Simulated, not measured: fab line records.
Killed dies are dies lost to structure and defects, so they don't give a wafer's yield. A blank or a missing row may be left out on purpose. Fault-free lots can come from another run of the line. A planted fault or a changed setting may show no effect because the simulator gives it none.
fab line records | flow nandHarc
record lots=7 | wafers=19 | lastDay=33
route steps=1302 shown A_CHANNEL_HOLE_D2@604 A_CHANNEL_FILL_D2@610 END@1302
lots with no fault: from the same line, run without faults
startH: hours from the record's opening day to when the first of the lot's shown wafers began | waitH: time in hours since the lot's previous step | " same as the row above | L1.1+2: one row covering several wafers at once | - no value, or no start was given | * or withheld: withheld | < > ~ a bound
route shown NAME@n: names a module that has steps shown in the file, with the first one's number in the route | usual: mean/standard deviation taken from wafers without a fault | same: alike in all rows | chamber/n: place in a boat | sites: readings site by site | _std_site: their standard deviation | _edge_site: inner sites' mean taken away from outer sites' mean | radiusMm: for every site, how far away it sits from the centre of the wafer | mask NAME#n: copy n | behind: the tool/chamber that last shaped the wafer | hold: cause of the lot's hold/its duration in hours/its outcome | device: names the non-switching transistor (n, p or np) | end of line: the same wafers' tests at the end of the route | step lacking rows: just its recipe | killed: count of dies lost to structure and defects at first sort (not the wafer's yield) | map: a wafer's dies, x killed, . not, _ none there
set.NAME: the run value of the setting; set.NAME@STEP: its run value at that earlier step | model.NAME: the simulator's own value behind a step, which no gauge read
lots at selected steps of the route; one table per step, one row per wafer
services: when a tool's chamber went out of use (startH, in hours from the record's first day, below 0 if earlier), for how many hours, and the reason
## steps
# step NHARC_A_CHANNEL_HOLE_D2_STRIP_28
# recipe o2FlowSccm=500 | arFlowSccm=0 | biasW=0 | chemistry=O2
# usual drypumpMotorCurrentA=5.6/0.4 | oesProductAu=1.004/0.011 | rfVppV=57.8/0.94 | showerheadPlenumPTorr=3.51/0.17 | throttleValvePct=17.036/0.0085
lot.wafer | tool       | chamber | startH | waitH | drypumpMotorCurrentA | oesProductAu | rfHoursCounterH | rfVppV | showerheadPlenumPTorr | throttleValvePct
L760.1    | rieDiel-08 | 1       | -      | -     | 5.8                  | 0.997        | 6.7             | 58.2   | 3.77                  | 17.050
L760.4    | "          | 2       | "      | "     | 5.5                  | 1.012        | 6.7             | 58.6   | 3.77                  | 17.047
L760.5    | "          | 1       | "      | "     | 5.8                  | 1.012        | -               | 58.6   | 3.77                  | 17.047
L764.3    | rieDiel-09 | 0       | -      | -     | 5.9                  | 1.010        | 3.4             | 57.0   | 3.37                  | 17.020
L764.2    | "          | 3       | "      | "     | 6.5                  | 1.013        | 2.7             | 57.4   | 3.64                  | 17.039
L764.5    | "          | 0       | "      | "     | 5.9                  | 1.010        | -               | 58.1   | 3.37                  | 17.039
L767.1    | rieDiel-08 | 0       | -      | -     | 5.5                  | 1.020        | 1.0             | 56.9   | 3.40                  | 17.031
L767.2    | "          | 2       | "      | "     | 5.5                  | 1.016        | 1.1             | 59.1   | 3.77                  | 17.032
L767.6    | "          | 3       | "      | "     | 4.9                  | 1.006        | -               | 57.3   | 3.49                  | 17.041
L768.4    | rieDiel-09 | 2       | -      | -     | 5.5                  | 0.999        | 4.0             | 57.6   | 3.29                  | 17.038
L768.5    | "          | 1       | "      | "     | 5.2                  | 1.006        | -               | 58.5   | 3.60                  | 17.045
L770.1    | rieDiel-08 | 3       | -      | -     | 5.0                  | 1.008        | 3.9             | 58.7   | 3.49                  | 17.030
L770.4    | "          | 1       | "      | "     | 5.8                  | 1.022        | 3.6             | 56.8   | 3.77                  | 17.036
L776.3    | rieDiel-08 | 1       | -      | -     | 5.8                  | 1.026        | 5.3             | 58.6   | 3.77                  | 17.046
L776.6    | "          | 2       | "      | "     | 5.5                  | 1.001        | -               | 58.8   | 3.76                  | 17.042
L776.5    | "          | 3       | "      | "     | 5.0                  | 1.006        | -               | 58.3   | 3.49                  | 17.030
L779.1    | rieDiel-08 | 1       | -      | -     | 5.8                  | 1.028        | 7.6             | 58.7   | 3.77                  | 17.035
L779.4    | "          | 2       | "      | "     | 5.5                  | 1.007        | 7.7             | 59.2   | 3.76                  | 17.034
L779.6    | "          | 3       | "      | "     | 5.0                  | 1.010        | -               | 58.3   | 3.49                  | 17.045
# step NHARC_A_CHANNEL_HOLE_D2_PRECLEAN_29
# recipe timeS=* | tempC=50 | bathAgeMin=0 | chemistry=SC1
# step NHARC_A_CHANNEL_HOLE_D2_SRD_30
# step NHARC_A_CHANNEL_HOLE_D2_CD_MEAS_31
# usual cdNm=90.3/1.3
lot.wafer | tool     | chamber | startH | waitH | cdNm
L760.1    | cdSem-02 | -       | 321.74 | -     | 87.1
L760.4    | "        | -       | "      | "     | 90.2
L760.5    | "        | -       | "      | "     | 92.5
L764.2    | cdSem-02 | -       | 376.88 | -     | 89.4
L764.3    | "        | -       | "      | "     | 91.6
L764.5    | "        | -       | "      | "     | 90.1
L767.1    | cdSem-02 | -       | 402.55 | -     | 88.9
L767.2    | "        | -       | "      | "     | 92.4
L767.6    | "        | -       | "      | "     | 88.5
L768.4    | cdSem-03 | -       | 402.67 | -     | 89.4
L768.5    | "        | -       | "      | "     | 92.2
L770.1    | cdSem-01 | -       | 448.82 | -     | 90.2
L770.4    | "        | -       | "      | "     | 87.3
L776.3    | cdSem-02 | -       | 487.31 | -     | 89.6
L776.5    | "        | -       | "      | "     | 91.2
L776.6    | "        | -       | "      | "     | 90.2
L779.1    | cdSem-01 | -       | 517.17 | -     | 91.4
L779.4    | "        | -       | "      | "     | 91.6
L779.6    | "        | -       | "      | "     | 91.7
# step NHARC_A_CHANNEL_HOLE_D2_XSEM_32
# recipe landingEnergyEv=35000
# usual botCdNm=74.8/1.4 | bowNm=8.63/0.22 | tiltDeg=0.08/0.048
lot.wafer | tool    | chamber | startH | waitH | botCdNm | bowNm | tiltDeg
L760.1    | xsem-01 | 0       | 321.82 | 0.1   | 71.6    | 8.78  | 0.18
L760.4    | "       | 0       | "      | "     | 74.5    | 8.67  | 0.18
L760.5    | "       | 0       | "      | "     | 76.6    | 8.67  | 0.18
L764.2    | xsem-02 | 0       | 376.97 | 0.1   | 74.9    | 8.70  | 0.02
L764.3    | "       | 0       | "      | "     | 77.4    | 8.65  | 0.02
L764.5    | "       | 0       | "      | "     | 75.8    | 8.69  | 0.02
L767.1    | xsem-01 | 0       | 402.64 | 0.1   | 73.2    | 8.71  | 0.10
L767.2    | "       | 0       | "      | "     | 77.4    | 8.76  | 0.10
L767.6    | "       | 0       | "      | "     | 73.1    | 8.80  | 0.10
L768.4    | xsem-02 | 0       | 402.76 | 0.1   | 73.7    | 8.36  | 0.10
L768.5    | "       | 0       | "      | "     | 76.4    | 8.47  | 0.10
L770.1    | xsem-02 | 0       | 448.91 | 0.1   | 75.3    | 8.79  | 0.08
L770.4    | "       | 0       | "      | "     | 72.6    | 8.75  | 0.08
L776.3    | xsem-02 | 0       | 487.41 | 0.1   | 74.1    | 8.52  | 0.10
L776.5    | "       | 0       | "      | "     | 75.7    | 8.53  | 0.11
L776.6    | "       | 0       | "      | "     | 73.9    | 8.44  | 0.11
L779.1    | xsem-01 | 0       | 517.26 | 0.1   | 75.4    | 8.27  | 0.01
L779.4    | "       | 0       | "      | "     | 75.0    | 8.36  | 0.01
L779.6    | "       | 0       | "      | "     | 76.6    | 8.35  | 0.01
# step NHARC_A_CHANNEL_HOLE_D2_INSPECT_40
# usual rawDefectCount=302/90
lot.wafer | tool             | chamber | startH | waitH | rawDefectCount
L760.1    | defectInspect-02 | -       | 321.92 | -     | 286
L760.4    | "                | -       | "      | "     | 213
L760.5    | "                | -       | "      | "     | 160
L764.2    | defectInspect-02 | -       | 377.07 | -     | 360
L764.3    | "                | -       | "      | "     | 200
L764.5    | "                | -       | "      | "     | 167
L767.1    | defectInspect-02 | -       | 402.73 | -     | 284
L767.2    | "                | -       | "      | "     | 259
L767.6    | "                | -       | "      | "     | 292
L768.4    | defectInspect-01 | -       | 402.85 | -     | 327
L768.5    | "                | -       | "      | "     | 324
L770.1    | defectInspect-01 | -       | 449.01 | -     | 182
L770.4    | "                | -       | "      | "     | 171
L776.3    | defectInspect-02 | -       | 487.50 | -     | 193
L776.5    | "                | -       | "      | "     | 324
L776.6    | "                | -       | "      | "     | 333
L779.1    | defectInspect-01 | -       | 517.36 | -     | 396
L779.4    | "                | -       | "      | "     | 348
L779.6    | "                | -       | "      | "     | 274
# step NHARC_A_CHANNEL_FILL_D2_PRECLEAN_00
# recipe timeS=* | tempC=50 | bathAgeMin=0 | chemistry=SC1
# step NHARC_A_CHANNEL_FILL_D2_SRD_01
# step NHARC_A_CHANNEL_FILL_D2_ALD_02
# recipe targetThkA=60 | pulseTimeS=10 | aldCycles=60 | tempC=300 | material=SiO2
# step NHARC_A_CHANNEL_FILL_D2_ALD_03
# recipe targetThkA=60 | pulseTimeS=60 | aldCycles=58 | tempC=630 | pressureTorr=2 | material=SiNx
# usual aldCycles=58/0 | precursorPulseHeightRel=1.000/0.021
lot.wafer | tool           | chamber | startH | waitH | aldCycles | precursorPulseHeightRel
L760.1    | aldSinBatch-03 | 0       | -      | -     | 58        | 0.990
L760.4    | "              | 0       | "      | "     | 58        | 0.983
L760.5    | "              | 0       | "      | "     | 58        | 0.993
L764.2    | aldSinBatch-02 | 0       | -      | -     | 58        | 0.995
L764.3    | "              | 0       | "      | "     | 58        | 1.036
L764.5    | "              | 0       | "      | "     | 58        | 0.991
L767.1    | aldSinBatch-01 | 0       | -      | -     | 58        | 1.022
L767.2    | "              | 0       | "      | "     | 58        | 0.986
L767.6    | "              | 0       | "      | "     | 58        | 1.012
L768.4    | aldSinBatch-01 | 0       | -      | -     | 58        | 1.004
L768.5    | "              | 0       | "      | "     | 58        | 1.004
L770.1    | aldSinBatch-01 | 0       | -      | -     | 58        | 0.940
L770.4    | "              | 0       | "      | "     | 58        | 0.991
L776.3    | aldSinBatch-02 | 0       | -      | -     | 58        | 0.991
L776.5    | "              | 0       | "      | "     | 58        | 1.047
L776.6    | "              | 0       | "      | "     | 58        | 0.991
L779.1    | aldSinBatch-02 | 0       | -      | -     | 58        | 0.960
L779.4    | "              | 0       | "      | "     | 58        | 1.007
L779.6    | "              | 0       | "      | "     | 58        | 0.982
# step NHARC_A_CHANNEL_FILL_D2_ALD_14
# recipe targetThkA=25 | pulseTimeS=10 | aldCycles=25 | tempC=300 | material=SiO2
# usual aldCycles=25/0 | heaterPowerW=480/56 | precursorPulseHeightRel=0.997/0.022
lot.wafer | tool     | chamber | startH | waitH | aldCycles | heaterPowerW | precursorPulseHeightRel
L760.1    | aldHk-02 | 1       | 329.18 | 0.0   | 25        | 467          | 1.012
L760.4    | "        | 2       | "      | "     | 25        | 392          | 0.985
L760.5    | "        | 2       | "      | "     | 25        | 399          | 0.954
L764.2    | aldHk-03 | 0       | 382.22 | 0.0   | 25        | 414          | 1.038
L764.3    | "        | 2       | "      | "     | 25        | 528          | 1.008
L764.5    | "        | 0       | "      | "     | 25        | 421          | 1.002
L768.4    | aldHk-02 | 2       | 410.01 | 0.1   | 25        | 374          | 0.963
L768.5    | "        | 1       | "      | "     | 25        | 515          | 0.997
L767.1    | aldHk-01 | 0       | 410.01 | 0.1   | 25        | 437          | 0.998
L767.2    | "        | 1       | "      | "     | 25        | 513          | 1.013
L767.6    | "        | 0       | "      | "     | 25        | 437          | 1.007
L770.1    | aldHk-03 | 3       | 454.09 | 0.0   | 25        | 501          | 0.977
L770.4    | "        | 0       | "      | "     | 25        | 428          | 1.017
L776.3    | aldHk-03 | 3       | 494.64 | 0.0   | 25        | 496          | 0.964
L776.6    | "        | 3       | "      | "     | 25        | 491          | 1.009
L776.5    | "        | 0       | "      | "     | 25        | 429          | 0.985
L779.1    | aldHk-02 | 2       | 526.88 | 0.0   | 25        | 390          | 1.021
L779.4    | "        | 1       | "      | "     | 25        | 520          | 1.033
L779.6    | "        | 3       | "      | "     | 25        | 432          | 0.983
# step NHARC_A_CHANNEL_FILL_D2_ALD_15
# recipe targetThkA=20 | pulseTimeS=60 | aldCycles=19 | tempC=630 | pressureTorr=2 | material=SiNx
# usual aldCycles=19/0 | precursorPulseHeightRel=0.998/0.019
lot.wafer | tool           | chamber | startH | waitH | aldCycles | precursorPulseHeightRel
L760.1    | aldSinBatch-02 | 0       | -      | -     | 19        | 1.001
L760.4    | "              | 0       | "      | "     | 19        | 0.976
L760.5    | "              | 0       | "      | "     | 19        | 1.006
L764.2    | aldSinBatch-02 | 0       | 385.34 | 3.1   | 19        | 0.971
L764.3    | "              | 0       | "      | "     | 19        | 0.973
L764.5    | "              | 0       | "      | "     | 19        | 1.007
L767.1    | aldSinBatch-01 | 0       | -      | -     | 19        | 0.971
L767.2    | "              | 0       | "      | "     | 19        | 1.046
L767.6    | "              | 0       | "      | "     | 19        | 1.012
L768.4    | aldSinBatch-01 | 0       | -      | -     | 19        | 0.981
L768.5    | "              | 0       | "      | "     | 19        | 1.000
L770.1    | aldSinBatch-02 | 0       | -      | -     | 19        | 1.026
L770.4    | "              | 0       | "      | "     | 19        | 1.016
L776.3    | aldSinBatch-03 | 0       | -      | -     | 19        | 0.991
L776.5    | "              | 0       | "      | "     | 19        | 1.010
L776.6    | "              | 0       | "      | "     | 19        | 1.021
L779.1    | aldSinBatch-02 | 0       | -      | -     | 19        | 1.003
L779.4    | "              | 0       | "      | "     | 19        | 1.004
L779.6    | "              | 0       | "      | "     | 19        | 1.018
# step NHARC_A_CHANNEL_FILL_D2_ALD_16
# recipe targetThkA=15 | pulseTimeS=10 | aldCycles=15 | tempC=300 | material=SiO2
# usual aldCycles=15/0 | heaterPowerW=483/55 | precursorPulseHeightRel=0.998/0.017
lot.wafer | tool     | chamber | startH | waitH | aldCycles | heaterPowerW | precursorPulseHeightRel
L760.1    | aldHk-02 | 1       | 334.36 | 0.0   | 15        | 484          | 1.010
L760.4    | "        | 0       | "      | "     | 15        | 571          | 0.988
L760.5    | "        | 1       | "      | "     | 15        | 474          | 1.009
L764.2    | aldHk-01 | 1       | 387.45 | 0.1   | 15        | 521          | 1.019
L764.3    | "        | 3       | "      | "     | 15        | 520          | 0.974
L764.5    | "        | 1       | "      | "     | 15        | 510          | 0.991
L768.4    | aldHk-02 | 0       | 415.14 | 0.1   | 15        | 596          | 1.001
L768.5    | "        | 3       | "      | "     | 13        | 440          | 0.997
L767.1    | aldHk-02 | 2       | 415.28 | 0.2   | 13        | 377          | 1.017
L767.2    | "        | 0       | "      | "     | 15        | 582          | 0.994
L767.6    | "        | 3       | "      | "     | 15        | 439          | 0.970
L770.4    | aldHk-02 | 1       | 459.33 | 0.1   | 15        | 515          | 0.994
L770.1    | "        | 3       | "      | "     | 13        | 431          | 1.013
L776.3    | aldHk-01 | 0       | 499.86 | 0.1   | 15        | 447          | 0.964
L776.6    | "        | 2       | "      | "     | 15        | 488          | 0.968
L776.5    | "        | 3       | "      | "     | 15        | 503          | 1.006
L779.4    | aldHk-03 | 1       | 532.06 | 0.0   | 15        | 484          | 0.982
L779.1    | "        | 3       | "      | "     | 15        | 498          | 1.008
L779.6    | "        | 2       | "      | "     | 15        | 546          | 0.992
# step NHARC_A_CHANNEL_FILL_D2_ANNEAL_17
# recipe tempC=850 | timeS=1800
# step NHARC_END_SORT_01
# recipe tempC=25
# usual killedAtArray=53/19 | killedAtOther=0.7/1.1 | killedAtPeriphery=4.2/2.7 | killedDies=58/18 | killedOpen=3.1/1.9 | killedShort=2.5/1.6
# same grossDies=677
lot.wafer | tool      | chamber | startH | waitH | killedAtArray | killedAtOther | killedAtPeriphery | killedDies | killedOpen | killedShort
L760.1    | prober-01 | 0       | 587.03 | 2.5   | 19            | 0             | 13                | 32         | 6          | 3
L760.4    | prober-01 | 0       | 589.43 | 3.4   | 24            | 0             | 11                | 35         | 6          | 0
L760.5    | prober-01 | 0       | 590.23 | 3.7   | 25            | 1             | 6                 | 32         | 7          | 1
L776.3    | prober-01 | 0       | 744.48 | 3.1   | 42            | 0             | 1                 | 43         | 4          | 2
L776.5    | prober-01 | 0       | 746.09 | 3.7   | 57            | 0             | 0                 | 57         | 3          | 3
L776.6    | prober-01 | 0       | 746.89 | 4.0   | 33            | 0             | 0                 | 33         | 2          | 1
# killed by level:class
L760.1 P_GATE:chamberFilmFlake=9 A_CHANNEL_HOLE_D2:chamberFilmFlake=4 A_CONTACT:chamberFilmFlake=3 A_CHANNEL_HOLE_D1:chamberFilmFlake=2 A_WL_FILL:chamberFilmFlake=2 P_CONTACT:geometricParticle:open=1 P_CONTACT:geometricParticle:short=1 P_M2:geometricParticle:open=1
L760.4 A_CHANNEL_HOLE_D2:chamberFilmFlake=11 P_GATE:chamberFilmFlake=8 A_CONTACT:chamberFilmFlake=3 A_CHANNEL_FILL_D2:geometricParticle:open=2 A_CHANNEL_HOLE_D1:chamberFilmFlake=2 A_STAIRCASE:chamberFilmFlake=2 A_WL_FILL:chamberFilmFlake=2 P_M0:geometricParticle:open=1
L760.5 A_CHANNEL_HOLE_D2:chamberFilmFlake=7 A_CONTACT:chamberFilmFlake=6 A_STAIRCASE:chamberFilmFlake=5 P_GATE:chamberFilmFlake=3 A_WL_FILL:chamberFilmFlake=2 P_GATE:geometricParticle:open=1 P_CONTACT:geometricParticle:open=1 P_M0:geometricParticle:open=1
L776.3 A_CHANNEL_HOLE_D1:chamberFilmFlake=16 A_STAIRCASE:chamberFilmFlake=4 A_SLIT:chamberFilmFlake=4 A_CONTACT:chamberFilmFlake=4 A_SGD_CUT:chamberFilmFlake=3 A_WL_FILL:chamberFilmFlake=3 P_GATE:geometricParticle:open=1 A_DECK1_JOINT:geometricParticle:open=1
L776.5 A_CHANNEL_HOLE_D1:chamberFilmFlake=33 A_CONTACT:chamberFilmFlake=5 A_SLIT:chamberFilmFlake=4 A_WL_FILL:chamberFilmFlake=4 A_STAIRCASE:chamberFilmFlake=2 A_SGD_CUT:chamberFilmFlake=2 A_ONON_D1:geometricParticle:open=1 A_CHANNEL_HOLE_D1:geometricParticle:open=1
L776.6 A_CHANNEL_HOLE_D1:chamberFilmFlake=15 A_CONTACT:chamberFilmFlake=5 A_SGD_CUT:chamberFilmFlake=3 A_WL_FILL:chamberFilmFlake=3 A_DECK1_JOINT:geometricParticle:short=1 A_WL_FILL:geometricParticle:open=1 A_M0:geometricParticle:open=1 A_SLIT:chamberFilmFlake=1
## services
tool           | chamber | startH | hours | kind
rieDiel-09     | 2       | 297.40 | 4.5   | repair
rieDiel-09     | -       | 320.10 | 9.0   | pm
rieDiel-08     | -       | 328.04 | 0.8   | repair
xsem-02        | -       | 338.09 | 0.5   | repair
aldHk-02       | -       | 349.62 | 10.0  | pm
aldHk-02       | 0       | 349.62 | 10.0  | ventCycle
aldHk-02       | 1       | 349.62 | 10.0  | ventCycle
aldHk-02       | 2       | 349.62 | 10.0  | ventCycle
aldHk-02       | 3       | 349.62 | 10.0  | ventCycle
rieDiel-08     | 1       | 350.06 | 6.4   | repair
rieDiel-08     | -       | 368.24 | 9.0   | pm
xsem-01        | -       | 374.00 | 14.0  | pm
rieDiel-09     | -       | 412.56 | 0.1   | repair
aldHk-01       | -       | 419.41 | 0.3   | repair
rieDiel-09     | 2       | 432.76 | 7.1   | repair
rieDiel-08     | 1       | 457.69 | 7.4   | repair
xsem-01        | -       | 459.72 | 1.0   | repair
aldHk-01       | -       | 474.18 | 10.0  | pm
rieDiel-09     | 3       | 493.69 | 24.5  | repair
rieDiel-09     | -       | 497.10 | 9.0   | pm
aldSinBatch-01 | -       | 506.00 | 26.0  | pm
rieDiel-09     | 0       | 511.05 | 5.9   | repair
rieDiel-08     | -       | 527.47 | 18.9  | repair
aldHk-02       | -       | 527.62 | 10.0  | pm
## key
firstSign step=NHARC_A_CHANNEL_FILL_D2_ALD_16 | reading=aldCycles | direction=down | sigmas=99+ | usual=15 | struck=13
effect none on later readings
metAt NHARC_A_CHANNEL_FILL_D2_ALD_16
struckWafers L767.1,L768.5,L770.1
testerLeftOut L767,L768,L770
fault kind=processParameterDrift | tool=aldHk-02 | chamber=- | onsetH=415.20 | steps=NHARC_A_CHANNEL_FILL_D2_ALD_16 | channel=aldCycles | offset=-2 | shape=step | endH=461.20 | scope=struckWafersOnly | actsIn=theseRecipesOnly | stated=15
# testerLeftOut: of these lots the tester's yield and bins aren't shown, on N5 and GAA mostly nor the transistor test; their killed dies are dies lost to structure and defects alone, not to doping, threshold or leakage, so they don't give the yield
